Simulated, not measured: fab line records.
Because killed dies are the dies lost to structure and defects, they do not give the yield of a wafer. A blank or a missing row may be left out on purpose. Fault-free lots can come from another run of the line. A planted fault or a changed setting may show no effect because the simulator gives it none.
fab line records	flow nand-harc
[record] lots = 6	wafers = 18	last-day = 34
route steps=1302 shown A_M0@1166 A_M1@1169 END@1302
lots that met no fault: from a run of the same line without faults
start-h: hours from the record's opening day to when the first of the lot's shown wafers began	wait-h: time in hours since the lot's previous step	" same as the row above	L1.1+2: one row covering several wafers at once	- no value, or no start was given	* or withheld: withheld	< > ~ a bound
route shown NAME@n: names a module that has steps shown in the file, with the first one's number in the route	usual: the fault-free wafers' mean and standard deviation	same: alike in all rows	chamber/n: place in a boat	sites: each site's reading	_std_site: the standard deviation of these	_edge_site: inner sites' mean taken away from outer sites' mean	radius-mm: for every site, how far away it sits from the centre of the wafer	mask NAME#n: copy n	behind: the last tool/chamber to shape the wafer	hold: why the lot was held/for how many hours/how that ended	device: names the non-switching transistor (n, p or np)	end of line: tests run on the same wafers once the route is complete	where a step has no rows: the recipe by itself	killed: at the first sort, the dies lost to defects and structure; wafer yield is something else	map: the dies of a wafer, with x for killed, . for not killed, _ for no die there
set.NAME: the setting the step ran with; set.NAME@STEP: the setting that earlier step ran with	model.NAME: the simulator's own value behind a step, which no gauge read
a table for each step, a row for each wafer; lots at some steps of the route
services: a tool's chamber out of use, with start hour (start-h, from the record's first day; less than 0 if before it), hours out, and reason
[[steps]]
[step NHARC_A_M0_INSPECT_27]
[usual] raw-defect-count = 560/160
lot.wafer	tool	chamber	start-h	wait-h	raw-defect-count
L998.1	defect-inspect-02	-	573.83	0.0	586
L998.4	"	-	"	"	1126
L998.5	"	-	"	"	925
L102.1	defect-inspect-01	-	619.36	0.0	349
L102.3	"	-	"	"	300
L102.4	"	-	"	"	380
L107.2	defect-inspect-02	-	679.02	0.0	496
L107.4	"	-	"	"	413
L107.6	"	-	"	"	461
L110.1	defect-inspect-02	-	693.68	0.0	1019
L110.5	"	-	"	"	583
L110.6	"	-	"	"	567
L113.2	defect-inspect-02	-	719.89	0.0	417
L113.4	"	-	"	"	459
L113.5	"	-	"	"	450
L115.4	defect-inspect-02	-	777.87	0.0	707
L115.5	"	-	"	"	609
L115.6	"	-	"	"	455
[step NHARC_A_M0_PRE_CLEAN_31]
[recipe] time-s = 12	temp-c = 370	rf-power-w = 300	gas = NH3
[usual] heater-power-w = 636/61
lot.wafer	tool	chamber	start-h	wait-h	heater-power-w
L998.1	pecvd-03	1	573.93	0.1	556
L998.4	"	2	"	"	677
L998.5	"	0	"	"	656
L102.3	pecvd-02	0	619.43	0.1	691
L102.1	"	1	"	"	627
L102.4	"	0	"	"	680
L107.2	pecvd-03	1	679.08	0.1	626
L107.4	"	2	"	"	672
L107.6	"	0	"	"	652
L110.1	pecvd-03	2	693.76	0.1	624
L110.6	"	2	"	"	609
L110.5	"	0	"	"	586
L113.2	pecvd-02	1	719.98	0.1	630
L113.5	"	2	"	"	643
L113.4	"	1	"	"	634
L115.6	pecvd-03	1	777.97	0.1	631
L115.5	"	2	"	"	680
L115.4	"	0	"	"	627
[step NHARC_A_M0_DEP_32]
[recipe] target-thk-a = 300	temp-c = 370	target-thk-nm = 30	pressure-torr = 3	flow-sccm = 200	rf-w = 450	material = SiCN
[usual] chamber-pressure-Torr = 3.001/0.0066	heater-power-w = 576/57
lot.wafer	tool	chamber	start-h	wait-h	chamber-pressure-Torr	heater-power-w
L998.1	pecvd-03	1	574.07	0.1	3.004	554
L998.4	"	2	"	"	3.015	613
L998.5	"	0	"	"	3.010	614
L102.3	pecvd-02	0	619.51	0.1	3.007	585
L102.1	"	1	"	"	3.001	508
L102.4	"	0	"	"	3.005	582
L107.2	pecvd-03	1	679.16	0.1	3.001	566
L107.4	"	2	"	"	2.984	543
L107.6	"	0	"	"	2.999	552
L110.1	pecvd-03	2	693.87	0.1	2.991	602
L110.6	"	2	"	"	3.008	604
L110.5	"	0	"	"	3.002	520
L113.2	pecvd-02	1	720.12	0.1	3.002	576
L113.5	"	2	"	"	3.005	569
L113.4	"	1	"	"	3.009	589
L115.6	pecvd-03	1	778.14	0.2	3.003	485
L115.5	"	2	"	"	2.996	624
L115.4	"	0	"	"	2.998	533
[step NHARC_A_M1_DEP_00]
[recipe] target-thk-a = 1825	target-thk-nm = 182.5	temp-c = withheld	pressure-torr = 5	flow-sccm = 200	rf-w = 600	material = SiOC
[step NHARC_A_M1_DEHYDRATE_01]
[recipe] temp-c = 150	time-s = 120
[step NHARC_A_M1_HMDS_02]
[recipe] time-s = 30
[step NHARC_A_M1_COAT_34]
[recipe] temp-c = 200	time-s = 65
[step NHARC_A_M1_COAT_03]
[recipe] spin-rpm = 1500	resist-thk-nm = 90
[step NHARC_A_M1_SOFTBAKE_04]
[recipe] temp-c = 105	time-s = 55
[step NHARC_A_M1_EBR_05]
[step NHARC_A_M1_EXPOSE_06]
[recipe] na = 1.35	target-cd-nm = 120	dose-mj = 75.13	mask-id = A_M1
[step NHARC_A_M1_PEB_07]
[recipe] peb-temp-c = 100	peb-time-s = 65
[usual] heater-power-total-W = 156.7/0.4	plate-temp-C = 99.99/0.14
lot.wafer	tool	chamber	start-h	wait-h	heater-power-total-W	plate-temp-C
L998.1	litho-track-06	0	575.03	0.1	156.4	100.18
L998.4	"	0	"	"	155.9	100.17
L998.5	"	0	"	"	157.1	100.24
L102.1	litho-track-04	0	620.67	0.1	156.4	99.95
L102.3	"	0	"	"	157.1	100.11
L102.4	"	0	"	"	157.0	100.51
L107.2	litho-track-06	0	680.48	0.1	149.3	96.35
L107.4	"	0	"	"	149.4	96.35
L107.6	"	0	"	"	149.3	96.45
L110.1	litho-track-06	0	694.86	0.1	149.1	96.33
L110.5	"	0	"	"	148.9	96.22
L110.6	"	0	"	"	149.5	96.40
L113.2	litho-track-04	0	721.19	0.1	156.2	99.93
L113.4	"	0	"	"	156.1	99.99
L113.5	"	0	"	"	156.5	100.01
L115.4	litho-track-06	0	779.06	0.0	156.4	99.85
L115.5	"	0	"	"	156.8	99.86
L115.6	"	0	"	"	156.9	100.11
[step NHARC_A_M1_DEVELOP_08]
[recipe] develop-time-s = 35	dev-temp-c = 23
[step NHARC_A_M1_CD_MEAS_09]
[recipe] target-cd-nm = 120	landing-energy-ev = 500
[usual] cd-nm = 120.0/0.63
lot.wafer	tool	chamber	start-h	wait-h	hold	cd-nm
L998.1	cd-sem-03	0	575.11	-	-	119.9
L998.4	"	0	"	"	-	120.5
L998.5	"	0	"	"	-	120.1
L102.1	cd-sem-01	0	620.75	-	-	118.7
L102.3	"	0	"	"	-	119.2
L102.4	"	0	"	"	-	119.0
L107.2	cd-sem-03	0	680.56	-	await-dispo/0.2h/release	106.4
L107.4	"	0	"	"	await-dispo/0.2h/release	105.2
L107.6	"	0	"	"	await-dispo/0.2h/release	106.6
L107.2	cd-sem-03	0	-	-	-	106.3
L107.4	"	0	"	"	-	105.6
L107.6	"	0	"	"	-	106.4
L110.1	cd-sem-01	0	694.94	-	await-dispo/0.2h/release	108.9
L110.5	"	0	"	"	await-dispo/0.2h/release	108.7
L110.6	"	0	"	"	await-dispo/0.2h/release	109.4
L110.1	cd-sem-01	0	-	-	-	108.8
L110.5	"	0	"	"	-	107.8
L110.6	"	0	"	"	-	109.2
L113.2	cd-sem-02	0	721.27	-	-	119.4
L113.4	"	0	"	"	-	119.8
L113.5	"	0	"	"	-	119.7
L115.4	cd-sem-01	0	779.14	-	-	119.0
L115.5	"	0	"	"	-	120.1
L115.6	"	0	"	"	-	120.7
[step NHARC_A_M1_OVL_MEAS_10]
[recipe] pitch-nm = 240
[usual] overlay-x-nm = -0.2/0.73	overlay-y-nm = 0.2/0.77
lot.wafer	tool	chamber	start-h	wait-h	hold	overlay-x-nm	overlay-y-nm
L998.1	overlay-02	-	575.19	-	-	-0.1	0.1
L998.4	"	-	"	"	-	-0.5	0.2
L998.5	"	-	"	"	-	0.0	0.4
L102.1	overlay-02	-	620.84	-	-	0.4	0.2
L102.3	"	-	"	"	-	0.7	0.1
L102.4	"	-	"	"	-	0.5	0.3
L107.2	overlay-01	-	684.50	-	await-dispo/3.7h/release	0.3	0.8
L107.4	"	-	"	"	await-dispo/3.7h/release	0.6	1.0
L107.6	"	-	"	"	await-dispo/3.7h/release	0.3	0.2
L110.1	overlay-01	-	699.81	-	await-dispo/4.6h/release	1.6	0.6
L110.5	"	-	"	"	await-dispo/4.6h/release	1.1	-0.1
L110.6	"	-	"	"	await-dispo/4.6h/release	1.0	-0.1
L113.2	overlay-02	-	721.35	-	-	0.2	-0.4
L113.4	"	-	"	"	-	0.1	-0.1
L113.5	"	-	"	"	-	0.2	-0.2
L115.4	overlay-02	-	779.23	-	-	-0.1	1.2
L115.5	"	-	"	"	-	0.1	1.8
L115.6	"	-	"	"	-	-1.0	1.5
[step NHARC_A_M1_INSPECT_11]
[usual] raw-defect-count = 91/36
lot.wafer	tool	chamber	start-h	wait-h	raw-defect-count
L998.1	defect-inspect-01	-	575.23	0.0	64
L998.4	"	-	"	"	61
L998.5	"	-	"	"	58
L102.1	defect-inspect-01	-	620.88	0.0	22
L102.3	"	-	"	"	15
L102.4	"	-	"	"	20
L107.2	defect-inspect-02	-	684.54	0.0	78
L107.4	"	-	"	"	94
L107.6	"	-	"	"	72
L110.1	defect-inspect-01	-	699.84	0.0	114
L110.5	"	-	"	"	120
L110.6	"	-	"	"	126
L113.2	defect-inspect-01	-	721.39	0.0	94
L113.4	"	-	"	"	88
L113.5	"	-	"	"	81
L115.4	defect-inspect-02	-	779.26	0.0	86
L115.5	"	-	"	"	92
L115.6	"	-	"	"	96
[step NHARC_A_M1_DESCUM_14]
[recipe] time-s = 3	o2-flow-sccm = 200	ar-flow-sccm = 0	bias-power-w = 0	chemistry = O2
[usual] drypump-motor-current-A = 5.5/0.63	oes-product-au = 1.000/0.0089	rf-vpp-V = 57.7/0.93	showerhead-plenum-p-Torr = 1.90/0.09	throttle-valve-pct = 11.311/0.01
lot.wafer	tool	chamber	start-h	wait-h	drypump-motor-current-A	oes-product-au	rf-hours-counter-h	rf-vpp-V	showerhead-plenum-p-Torr	throttle-valve-pct	model.A_M1.cd-nm
L998.1	rie-diel-07	2	575.29	0.1	5.5	1.000	6.0	58.8	2.05	11.305	120.5
L998.4	"	0	"	"	6.5	1.004	6.2	57.8	1.99	11.322	120.6
L998.5	"	2	"	"	5.5	1.008	-	58.5	2.05	11.318	120.6
L102.1	rie-diel-07	3	620.95	0.1	6.2	0.991	6.4	58.6	1.81	11.323	118.8
L102.4	"	0	"	"	6.5	1.002	7.4	60.0	1.99	11.290	119.6
L102.3	"	1	"	"	5.3	0.992	8.7	58.2	1.79	11.323	119.4
L107.4	rie-diel-04	2	684.62	0.1	4.7	0.987	5.9	58.1	1.84	11.331	105.4
L107.2	"	3	"	"	4.7	1.006	6.7	56.9	1.98	11.298	106.2
L107.6	"	1	"	"	4.8	0.984	-	57.3	2.04	11.295	107.6
L110.1	rie-diel-07	0	699.90	0.1	6.5	1.009	1.3	56.9	1.98	11.306	109.3
L110.5	"	0	"	"	6.5	1.005	-	58.7	1.98	11.317	108.7
L110.6	"	1	"	"	5.2	1.009	-	56.6	1.79	11.300	109.4
L113.2	rie-diel-04	3	721.46	0.1	4.7	0.999	0	56.5	1.98	11.316	119.6
L113.4	"	1	"	"	4.8	1.003	0	58.3	2.04	11.305	120.6
L113.5	"	3	"	"	4.7	1.008	-	57.1	1.98	11.291	119.9
L115.4	rie-diel-04	0	779.36	0.1	5.9	0.996	-	56.8	1.82	11.303	118.9
L115.5	"	2	"	"	4.6	1.014	-	56.1	1.84	11.312	120.2
L115.6	"	3	"	"	4.7	0.994	-	58.4	1.98	11.319	121.3
[step NHARC_A_M1_ETCH_35]
[recipe] target-depth-a = 400	overetch-a = 120	time-s = 43.94	ion-energy-ev = 200	n2-flow-sccm = 150	h2-flow-sccm = 150	ar-flow-sccm = 0	rf-w = 400	bias-w = 150	chemistry = N2/H2
[usual] drypump-motor-current-A = 5.5/0.64	n2-flow-sccm = 150.0/0.45	oes-product-au = 0.999/0.0093	rf-vpp-V = 430.2/2.8	showerhead-plenum-p-Torr = 2.03/0.098	throttle-valve-pct = 14.171/0.0091
lot.wafer	tool	chamber	start-h	wait-h	drypump-motor-current-A	n2-flow-sccm	oes-product-au	rf-hours-counter-h	rf-vpp-V	showerhead-plenum-p-Torr	throttle-valve-pct
L998.4	rie-diel-07	3	575.38	0.1	6.2	149.9	1.004	5.2	427.9	1.93	14.184
L998.1	"	0	"	"	6.5	150.1	1.007	6.2	431.1	2.12	14.189
L998.5	"	3	"	"	6.2	150.5	1.011	-	429.0	1.93	14.153
L102.3	rie-diel-07	1	621.03	0.1	5.3	149.7	0.998	8.7	426.8	1.91	14.187
L102.4	"	2	"	"	5.4	150.3	0.995	7.6	435.1	2.19	14.173
L102.1	"	3	"	"	6.2	149.0	0.996	6.4	427.0	1.93	14.170
L107.2	rie-diel-04	2	684.68	0.1	4.7	150.0	0.986	5.9	428.5	1.96	14.161
L107.4	"	3	"	"	4.6	150.2	1.002	6.7	433.3	2.11	14.166
L107.6	"	3	"	"	4.7	150.0	1.012	-	432.1	2.11	14.161
L110.1	rie-diel-07	1	699.99	0.1	5.3	150.5	1.001	2.0	427.9	1.91	14.158
L110.6	"	1	"	"	5.3	149.9	1.008	-	426.5	1.91	14.169
L110.5	"	2	"	"	5.5	150.4	0.994	-	433.7	2.19	14.174
L113.2	rie-diel-04	2	721.53	0.1	4.6	149.6	1.013	0.0	428.6	1.96	14.187
L113.4	"	3	"	"	4.7	149.9	1.007	0.0	432.1	2.11	14.173
L113.5	"	3	"	"	4.7	149.7	1.014	-	431.6	2.11	14.169
L115.6	rie-diel-04	2	779.45	0.1	4.7	149.5	1.010	-	428.6	1.96	14.171
L115.5	"	3	"	"	4.7	150.3	0.990	-	433.3	2.11	14.175
L115.4	"	0	"	"	5.9	150.2	0.995	-	427.2	1.93	14.182
[step NHARC_A_M1_ETCH_15]
[recipe] target-depth-a = 1825	time-s = 91.2	c4f8-flow-sccm = withheld	ar-flow-sccm = 400	rf-w = 600	bias-w = 300	chemistry = C4F8/Ar
[usual] oes-product-au = 0.953/0.023	rf-vpp-V = 440.5/2.9
lot.wafer	tool	chamber	start-h	wait-h	oes-product-au	rf-hours-counter-h	rf-vpp-V
L998.1	rie-diel-07	3	-	-	0.949	5.2	439.4
L998.4	"	1	"	"	0.971	7.1	437.6
L998.5	"	0	"	"	0.988	-	442.8
L102.1	rie-diel-07	2	-	-	0.924	7.6	446.2
L102.4	"	0	"	"	0.931	7.4	444.4
L102.3	"	1	"	"	0.920	8.8	438.0
L107.2	rie-diel-04	0	-	-	0.914	6.0	436.8
L107.4	"	1	"	"	0.917	6.3	443.7
L107.6	"	0	"	"	0.917	-	438.9
L110.1	rie-diel-07	2	-	-	0.967	2.0	443.6
L110.6	"	1	"	"	0.952	-	437.1
L110.5	"	2	"	"	0.971	-	444.5
L113.2	rie-diel-04	1	-	-	0.958	0.0	445.3
L113.4	"	3	"	"	0.966	0.0	442.9
L113.5	"	0	"	"	0.981	-	438.2
L115.5	rie-diel-04	3	-	-	0.951	-	442.3
L115.6	"	0	"	"	0.955	-	436.8
L115.4	"	2	"	"	0.969	-	438.6
[step NHARC_A_M1_CD_MEAS_16]
[usual] cd-nm = 119.9/0.81
lot.wafer	tool	chamber	start-h	wait-h	hold	cd-nm
L998.1	cd-sem-02	-	575.59	-	-	120.6
L998.4	"	-	"	"	-	121.0
L998.5	"	-	"	"	-	120.6
L102.1	cd-sem-01	-	621.24	-	-	118.3
L102.3	"	-	"	"	-	119.7
L102.4	"	-	"	"	-	119.8
L107.2	cd-sem-03	-	684.91	-	await-dispo/0.2h/release	104.9
L107.4	"	-	"	"	await-dispo/0.2h/release	105.3
L107.6	"	-	"	"	await-dispo/0.2h/release	107.1
L107.2	cd-sem-03	-	685.09	0.2	-	105.2
L107.4	"	-	"	"	-	105.3
L107.6	"	-	"	"	-	107.4
L110.1	cd-sem-03	-	700.23	-	await-dispo/0.2h/release	108.8
L110.5	"	-	"	"	await-dispo/0.2h/release	108.8
L110.6	"	-	"	"	await-dispo/0.2h/release	109.7
L110.1	cd-sem-03	-	700.41	0.2	-	109.1
L110.5	"	-	"	"	-	108.7
L110.6	"	-	"	"	-	109.4
L113.2	cd-sem-02	-	721.76	-	-	119.1
L113.4	"	-	"	"	-	120.3
L113.5	"	-	"	"	-	119.3
L115.4	cd-sem-02	-	779.68	-	-	118.4
L115.5	"	-	"	"	-	119.4
L115.6	"	-	"	"	-	120.6
[step NHARC_A_M1_STRIP_18]
[recipe] power-w = 1000	n2-flow-sccm = 150	h2-flow-sccm = 150	ar-flow-sccm = 0	bias-w = 0	chemistry = N2/H2
[usual] drypump-motor-current-A = 5.5/0.58	n2-flow-sccm = 150.0/0.41	oes-product-au = 1.000/0.011	rf-vpp-V = 90.7/0.99	showerhead-plenum-p-Torr = 2.02/0.086	throttle-valve-pct = 14.171/0.0081
lot.wafer	tool	chamber	start-h	wait-h	hold	drypump-motor-current-A	n2-flow-sccm	oes-product-au	rf-hours-counter-h	rf-vpp-V	showerhead-plenum-p-Torr	throttle-valve-pct
L998.4	rie-diel-07	2	575.67	0.1	-	5.5	149.5	1.010	6.1	92.0	2.19	14.182
L998.1	"	1	"	"	-	5.3	149.9	1.013	7.1	90.7	1.91	14.168
L998.5	"	2	"	"	-	5.4	149.7	1.001	-	90.9	2.19	14.169
L102.4	rie-diel-04	3	621.32	0.1	-	4.7	150.0	1.003	3.5	90.8	2.11	14.151
L102.3	"	0	"	"	-	5.9	150.6	0.997	3.2	89.6	1.93	14.165
L102.1	"	2	"	"	-	4.7	150.2	0.999	2.7	90.5	1.96	14.162
L107.2	rie-diel-02	3	689.30	4.2	await-dispo/4.1h/release	5.4	150.0	0.986	3.4	89.6	1.94	14.162
L107.4	"	3	"	"	await-dispo/4.1h/release	5.4	150.3	0.980	-	91.0	1.94	14.173
L107.6	"	0	"	"	await-dispo/4.1h/release	6.4	150.6	1.016	-	90.9	2.10	14.177
L110.1	rie-diel-04	1	702.06	1.6	await-dispo/1.5h/release	4.8	150.4	0.979	7.4	93.0	2.18	14.170
L110.5	"	2	"	"	await-dispo/1.5h/release	4.7	149.9	0.984	-	90.1	1.96	14.180
L110.6	"	3	"	"	await-dispo/1.5h/release	4.7	149.4	0.989	-	89.3	2.11	14.176
L113.4	rie-diel-07	3	721.85	0.1	-	6.2	149.9	0.996	5.0	89.1	1.93	14.174
L113.2	"	1	"	"	-	5.3	150.2	0.987	4.5	90.4	1.91	14.159
L113.5	"	3	"	"	-	6.2	149.8	0.994	-	89.5	1.93	14.179
L115.4	rie-diel-04	3	779.85	0.2	-	4.7	149.9	0.983	-	92.1	2.11	14.171
L115.5	"	0	"	"	-	5.9	149.4	0.993	-	90.1	1.93	14.169
L115.6	"	2	"	"	-	4.7	149.3	1.004	-	90.8	1.96	14.176
[step NHARC_A_M1_ETCH_28]
[recipe] target-depth-a = 300	over-etch-frac = 0.3	time-s = 72.99	ion-energy-ev = 150	cf4-flow-sccm = 50	n2-flow-sccm = 100	ar-flow-sccm = 150	rf-w = 300	bias-w = 100	chemistry = CF4/N2
[usual] drypump-motor-current-A = 5.5/0.6	n2-flow-sccm = 99.9/0.3	oes-product-au = 0.999/0.011	rf-vpp-V = 313.9/1.9	showerhead-plenum-p-Torr = 2.61/0.1	throttle-valve-pct = 19.794/0.0087
lot.wafer	tool	chamber	start-h	wait-h	drypump-motor-current-A	n2-flow-sccm	oes-product-au	rf-hours-counter-h	rf-vpp-V	showerhead-plenum-p-Torr	throttle-valve-pct	model.A_M1.cd-nm
L998.1	rie-diel-07	1	-	-	5.3	100.2	0.996	7.1	311.5	2.47	19.809	120.4
L998.4	"	2	"	"	5.4	99.7	1.001	6.1	317.3	2.80	19.785	121.4
L998.5	"	1	"	"	5.2	100.0	1.003	-	310.7	2.47	19.797	120.9
L102.4	rie-diel-04	0	-	-	5.9	99.6	0.987	3.3	311.0	2.50	19.803	119.7
L102.1	"	1	"	"	4.8	100.1	0.985	3.5	316.7	2.79	19.780	118.8
L102.3	"	3	"	"	4.7	99.9	0.997	3.6	315.1	2.71	19.790	120.5
L107.2	rie-diel-02	0	-	-	6.3	99.9	1.006	3.4	315.3	2.70	19.806	105.2
L107.6	"	3	"	"	5.4	99.5	0.988	-	311.8	2.51	19.800	107.2
L107.4	"	1	"	"	5.9	99.8	1.001	-	313.4	2.56	19.794	105
L110.1	rie-diel-04	2	-	-	4.7	100.1	0.990	6.8	312.4	2.53	19.787	109.3
L110.6	"	2	"	"	4.7	100.1	0.995	-	313.2	2.53	19.795	109.7
L110.5	"	3	"	"	4.7	100.1	0.996	-	315.7	2.71	19.790	108.7
L113.4	rie-diel-07	3	-	-	6.2	100.1	0.994	5.1	311.1	2.49	19.794	120.7
L113.2	"	1	"	"	5.3	100.2	0.996	4.5	311.4	2.47	19.780	118.6
L113.5	"	0	"	"	6.5	99.6	1.006	-	316.2	2.72	19.784	119.9
L115.5	rie-diel-04	3	-	-	4.7	100.2	0.987	-	315.9	2.71	19.799	119.3
L115.6	"	0	"	"	5.9	99.8	0.986	-	311.7	2.50	19.796	120.6
L115.4	"	2	"	"	4.7	99.6	1.021	-	312.6	2.53	19.786	117.6
[step NHARC_A_M1_STRIP_19]
[recipe] time-s = 600	temp-c = 30	chemistry = post-etch-residue-remover
[step NHARC_END_SORT_01]
[recipe] temp-c = 25
[usual] defect-limited-yield = 91.6/2.8	killed-at-array = 52/18	killed-at-other = 0.6/0.83	killed-at-periphery = 4.3/2.8	killed-dies = 57/19	killed-open = 3.4/2	killed-short = 2.5/1.7	sort_bin_2_pct = 3.0/1.1	sort_bin_3_pct = 0.6/0.41	sort_bin_4_pct = 4.7/1.6	sort-n-pass = 620/19	sort-rim-yield-pct = 91/3.7	sort-yield-pct = 91.6/2.8
[same] gross-dies = 677	sort_bin_5_pct[%] = 0	sort_bin_6_pct[%] = 0	sort_bin_7_pct[%] = 0	sort_bin_8_pct[%] = 0	sort-rim-n-gross = 106.00
lot.wafer	tool	chamber	start-h	wait-h	defect-limited-yield[%]	killed-at-array	killed-at-other	killed-at-periphery	killed-dies	killed-open	killed-short	sort_bin_2_pct[%]	sort_bin_3_pct[%]	sort_bin_4_pct[%]	sort-n-pass	sort-rim-yield-pct[%]	sort-yield-pct[%]
L998.1	prober-02	0	611.67	2.5	92.5	46	1	4	51	3	3	3.1	0.6	3.8	626	97	92.5
L998.4	prober-02	0	614.08	3.4	92.9	44	0	4	48	3	4	2.7	0.1	4.3	629	95	92.9
L998.5	prober-02	0	614.89	3.7	92.9	44	0	4	48	2	4	3.2	0.4	3.4	629	99	92.9
L110.1	prober-01	0	733.46	2.5	89.2	66	0	7	73	5	1	3.7	1.0	6.1	604	91	89.2
L110.5	prober-01	0	736.73	3.8	88.8	72	0	4	76	3	0	4.4	0.6	6.2	601	91	88.8
L110.6	prober-01	0	737.55	4.1	88.0	73	2	6	81	3	2	4.4	2.1	5.5	596	91	88.0
L107.2	prober-02	0	734.87	2.8	92.2	53	0	0	53	1	2	4.9	0.3	2.7	624	87	92.2
L107.4	prober-02	0	736.50	3.4	91.9	52	0	3	55	3	1	5.0	0	3.1	622	90	91.9
L107.6	prober-02	0	738.12	4.1	93.2	43	0	3	46	3	1	3.5	0.4	2.8	631	91	93.2
// killed by level:class
L998.1 A_CHANNEL_HOLE_D2:chamber-film-flake=34 A_CONTACT:chamber-film-flake=3 P_M1:chamber-film-flake=2 P_BONDPAD:chamber-film-flake=2 A_ONON_D1:geometric-particle:short=1 A_ONON_D1:geometric-particle:open=1 A_CHANNEL_FILL_D1:geometric-particle:short=1 A_WL_FILL:geometric-particle:short=1
L998.4 A_CHANNEL_HOLE_D2:chamber-film-flake=31 A_CHANNEL_FILL_D2:geometric-particle:short=3 A_CONTACT:chamber-film-flake=3 A_WL_FILL:geometric-particle:open=2 P_GATE:chamber-film-flake=2 A_CHANNEL_HOLE_D1:chamber-film-flake=2 A_ONON_D2:geometric-particle:short=1 A_ONON_D2:geometric-particle:open=1
L998.5 A_CHANNEL_HOLE_D2:chamber-film-flake=32 A_CONTACT:geometric-particle:short=2 P_ZERO_WELL:chamber-film-flake=2 A_CHANNEL_HOLE_D1:chamber-film-flake=2 A_DECK1_JOINT:chamber-film-flake=2 A_CHANNEL_FILL_D1:geometric-particle:short=1 A_ONON_D2:geometric-particle:open=1 A_WL_FILL:geometric-particle:short=1
L110.1 A_CHANNEL_HOLE_D1:chamber-film-flake=29 A_SLIT:chamber-film-flake=18 A_STAIRCASE:chamber-film-flake=5 A_M1:area-peb=4 P_CONTACT:chamber-film-flake=3 A_CONTACT:chamber-film-flake=3 P_GATE:chamber-film-flake=2 P_M0:geometric-particle:open=1
L107.2 A_M1:area-peb=18 A_SLIT:chamber-film-flake=17 A_CHANNEL_HOLE_D1:chamber-film-flake=6 A_CONTACT:chamber-film-flake=6 A_M0:chamber-film-flake=2 A_ONON_D1:geometric-particle:short=1 A_CHANNEL_FILL_D2:geometric-particle:short=1 A_SLIT:geometric-particle:open=1
L107.4 A_SLIT:chamber-film-flake=20 A_M1:area-peb=17 A_CONTACT:chamber-film-flake=5 A_CHANNEL_HOLE_D1:chamber-film-flake=4 A_M0:chamber-film-flake=3 P_CONTACT:geometric-particle:open=2 P_M0:geometric-particle:open=1 A_CHANNEL_FILL_D2:geometric-particle:short=1
L110.5 A_CHANNEL_HOLE_D1:chamber-film-flake=32 A_SLIT:chamber-film-flake=20 A_STAIRCASE:chamber-film-flake=6 A_M1:area-peb=6 A_WL_FILL:chamber-film-flake=3 A_CONTACT:chamber-film-flake=3 P_CONTACT:chamber-film-flake=2 P_CONTACT:geometric-particle:open=1
L110.6 A_CHANNEL_HOLE_D1:chamber-film-flake=37 A_SLIT:chamber-film-flake=16 A_STAIRCASE:chamber-film-flake=7 A_CONTACT:chamber-film-flake=5 P_CONTACT:chamber-film-flake=4 THIN_TSV:chamber-film-flake=2 A_ONON_D1:geometric-particle:open=1 A_CHANNEL_FILL_D1:geometric-particle:short=1
L107.6 A_SLIT:chamber-film-flake=18 A_M1:area-peb=10 A_CONTACT:chamber-film-flake=6 A_CHANNEL_HOLE_D1:chamber-film-flake=2 A_CHANNEL_FILL_D2:chamber-film-flake=2 A_M0:chamber-film-flake=2 P_CONTACT:geometric-particle:open=1 A_DECK1_JOINT:geometric-particle:open=1
[[services]]
tool	chamber	start-h	hours	kind
litho-track-04	-	553.00	7.0	pm
pecvd-03	-	562.38	1.0	repair
rie-diel-02	-	570.70	9.0	pm
rie-diel-04	2	575.17	10.0	repair
rie-diel-07	2	576.08	5.1	repair
rie-diel-04	1	577.89	2.4	repair
pecvd-02	-	589.62	13.0	pm
rie-diel-02	2	619.48	6.0	repair
pecvd-02	1	644.96	11.9	repair
rie-diel-07	-	648.20	9.0	pm
pecvd-02	0	674.62	6.8	repair
rie-diel-02	2	675.93	8.5	repair
rie-diel-07	0	689.69	3.7	repair
litho-track-06	-	704.00	7.0	pm
rie-diel-04	-	709.13	9.0	pm
rie-diel-07	2	717.32	4.5	repair
rie-diel-02	-	718.06	0.5	repair
rie-diel-02	3	721.87	14.5	repair
litho-track-04	-	728.00	7.0	pm
pecvd-03	-	728.59	13.0	pm
rie-diel-02	-	747.70	9.0	pm
pecvd-03	-	749.18	1.5	repair
rie-diel-04	1	769.60	12.0	repair
pecvd-02	-	770.62	13.0	pm
[[key]]
[first-sign] step = NHARC_A_M1_PEB_07	reading = plate-temp-C	direction = down	sigmas = 25	usual = *	struck = *
[effect] step = NHARC_A_M1_PEB_07	reading = heater-power-total-W	direction = down	sigmas = 19	usual = *	struck = *
[effect] step = NHARC_A_M1_CD_MEAS_09	reading = visit	direction = added	through = control-loop
[effect] step = NHARC_A_M1_CD_MEAS_09	reading = cd-nm	direction = down	sigmas = 20	usual = 120.0	struck = 107.5	through = control-loop
[effect] step = NHARC_A_M1_CD_MEAS_16	reading = visit	direction = added	through = control-loop
[effect] step = NHARC_A_M1_CD_MEAS_16	reading = cd-nm	direction = down	sigmas = 15	usual = 119.9	struck = 107.4	through = control-loop
[model-effect] step = NHARC_A_M1_DESCUM_14	value = A_M1.cd-nm	without = 120.1	struck = 107.8
[model-effect] step = NHARC_A_M1_ETCH_28	value = A_M1.cd-nm	without = 119.9	struck = 107.6
met-at NHARC_A_M1_PEB_07
struck-wafers L107.2,L107.4,L107.6,L110.1,L110.5,L110.6
[loop-trim] step = NHARC_A_M1_EXPOSE_06	setting = dose	lots = L110
onset-between 575.03 680.48
[fault] kind = process-parameter-drift	tool = litho-track-06	chamber = -	onset-h = 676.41	steps = NHARC_A_M1_PEB_07	channel = peb-temp-c	offset = *	shape = step	end-h = 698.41	acts-in = *	stated = *
// loop-trim: a control loop set the setting to another value than it would have without faults
